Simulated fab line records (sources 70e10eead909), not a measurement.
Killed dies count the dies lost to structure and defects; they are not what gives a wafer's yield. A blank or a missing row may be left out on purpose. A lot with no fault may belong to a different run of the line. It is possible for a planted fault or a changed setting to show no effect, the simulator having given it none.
Chamber matching :: flow nand_harc :: NHARC_A_STAIRCASE_TRIM_220 on rie_diel-02 has 4 sister chambers
The step chemistry O2, time 211.2 s. 4 wafers are shown with their chamber, then 9 later ones without.

WAFERS WITH THEIR CHAMBER
wafer: L078.2
chamber: 1
showerhead_plenum_p_Torr (Torr): 3.41

wafer: L088.2
chamber: 0
showerhead_plenum_p_Torr (Torr): 3.58

wafer: L088.3
chamber: 3
showerhead_plenum_p_Torr (Torr): 3.49

wafer: L088.4
chamber: 2
showerhead_plenum_p_Torr (Torr): 3.31

WAFERS WITHOUT THEIR CHAMBER
wafer: L091.1
showerhead_plenum_p_Torr (Torr): 3.48

wafer: L091.3
showerhead_plenum_p_Torr (Torr): 3.31

wafer: L091.5
showerhead_plenum_p_Torr (Torr): 3.38

wafer: L095.1
showerhead_plenum_p_Torr (Torr): 3.57

wafer: L095.2
showerhead_plenum_p_Torr (Torr): 3.30

wafer: L095.3
showerhead_plenum_p_Torr (Torr): 3.48

wafer: L095.4
showerhead_plenum_p_Torr (Torr): 3.38

wafer: L095.5
showerhead_plenum_p_Torr (Torr): 3.38

wafer: L095.6
showerhead_plenum_p_Torr (Torr): 3.57

THE CHAMBER EACH PASSED THROUGH
wafer: L091.1
from the rows above: 3
in truth: 3

wafer: L091.3
from the rows above: 2
in truth: 2

wafer: L091.5
from the rows above: 1
in truth: 1

wafer: L095.1
from the rows above: 0
in truth: 0

wafer: L095.2
from the rows above: 2
in truth: 2

wafer: L095.3
from the rows above: 3
in truth: 3

wafer: L095.4
from the rows above: 1
in truth: 1

wafer: L095.5
from the rows above: 1
in truth: 1

wafer: L095.6
from the rows above: 0
in truth: 0
9 of 9 placed correctly. From these rows, 0 cannot be placed. Number placed wrongly: 0.
How it was worked out, from the rows above alone: a wafer's distance from a chamber is the root of the sum, over the readings, of the square of ((its reading less the chamber's mean) divided by the reading's scatter). If the next closest chamber is less than 2 further off than the closest, the wafer can't be placed; otherwise it belongs to the closest. For every chamber, the mean is computed from those of its wafers that are shown. The scatter (one wafer shown for each chamber): square how far every hidden wafer sits from the nearest shown wafer, average those squares and take the square root.
